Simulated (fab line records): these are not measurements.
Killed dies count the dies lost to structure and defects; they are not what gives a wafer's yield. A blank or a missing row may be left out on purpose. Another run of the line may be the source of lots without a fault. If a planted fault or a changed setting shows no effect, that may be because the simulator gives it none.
Matching of chambers | flow n5_finfet | rie_diel-04 running N5_BEOL_M10_STRIP_36: 4 sister chambers
The step strips in N2/H2. 16 wafers are shown with their chamber, then 8 later ones without.

WAFERS, EACH WITH ITS CHAMBER
wafer  | chamber | drypump_motor_current_A (A) | throttle_valve_pct (%) | showerhead_plenum_p_Torr (Torr)
L586.3 | 3       | 5.5                         | 23.76                  | 2.54
L586.4 | 1       | 5.5                         | 23.94                  | 2.51
L586.6 | 0       | 6.2                         | 23.04                  | 2.57
L587.1 | 1       | 5.5                         | 23.92                  | 2.51
L587.3 | 2       | 5.2                         | 23.45                  | 2.56
L587.5 | 2       | 5.2                         | 23.45                  | 2.56
L588.1 | 2       | 5.1                         | 23.41                  | 2.56
L588.5 | 2       | 5.1                         | 23.42                  | 2.56
L588.6 | 1       | 5.5                         | 23.97                  | 2.51
L591.2 | 0       | 6.2                         | 23.07                  | 2.56
L591.3 | 2       | 5.1                         | 23.43                  | 2.56
L591.6 | 2       | 5.2                         | 23.45                  | 2.56
L592.1 | 0       | 6.2                         | 23.05                  | 2.56
L592.2 | 1       | 5.5                         | 23.98                  | 2.50
L592.4 | 3       | 5.5                         | 23.82                  | 2.54
L593.1 | 2       | 5.1                         | 23.42                  | 2.55

SIGNATURES (means of the wafers above)
reading                  | chamber 0 | chamber 1 | chamber 2 | chamber 3 | scatter within a chamber
drypump_motor_current_A  | 6.200     | 5.500     | 5.143     | 5.500     | 0.0378
throttle_valve_pct       | 23.0533   | 23.9525   | 23.4329   | 23.7900   | 0.0229
showerhead_plenum_p_Torr | 2.5633    | 2.5075    | 2.5586    | 2.5400    | 0.00435
Rule: for a wafer and a chamber, the distance is found by dividing, reading by reading, the gap between the wafer's reading and the chamber's mean by the reading's scatter, squaring, summing and taking the root. The wafer belongs to the nearest chamber; if the next one is less than 2 further off, it can't be placed. The scatter: take each reading less its chamber's mean, square it, sum over the shown wafers, divide by the number of wafers less the number of chambers, and take the root.

WAFERS WHOSE CHAMBER IS MISSING
wafer  | drypump_motor_current_A (A) | throttle_valve_pct (%) | showerhead_plenum_p_Torr (Torr)
L593.2 | 6.2                         | 23.04                  | 2.56
L593.3 | 5.5                         | 23.75                  | 2.54
L594.2 | 6.2                         | 23.05                  | 2.56
L594.3 | 5.5                         | 23.76                  | 2.54
L594.4 | 6.3                         | 23.08                  | 2.56
L598.3 | 5.2                         | 23.42                  | 2.55
L598.5 | 5.5                         | 23.94                  | 2.50
L598.6 | 6.2                         | 23.05                  | 2.56

WHICH CHAMBER EACH ONE RAN IN
wafer  | from the rows above | in truth
L593.2 | 0                   | 0
L593.3 | 3                   | 3
L594.2 | 0                   | 0
L594.3 | 3                   | 3
L594.4 | 0                   | 0
L598.3 | 2                   | 2
L598.5 | 1                   | 1
L598.6 | 0                   | 0
8 of 8 placed correctly. Number that these rows cannot place: 0. Wrongly placed: 0.
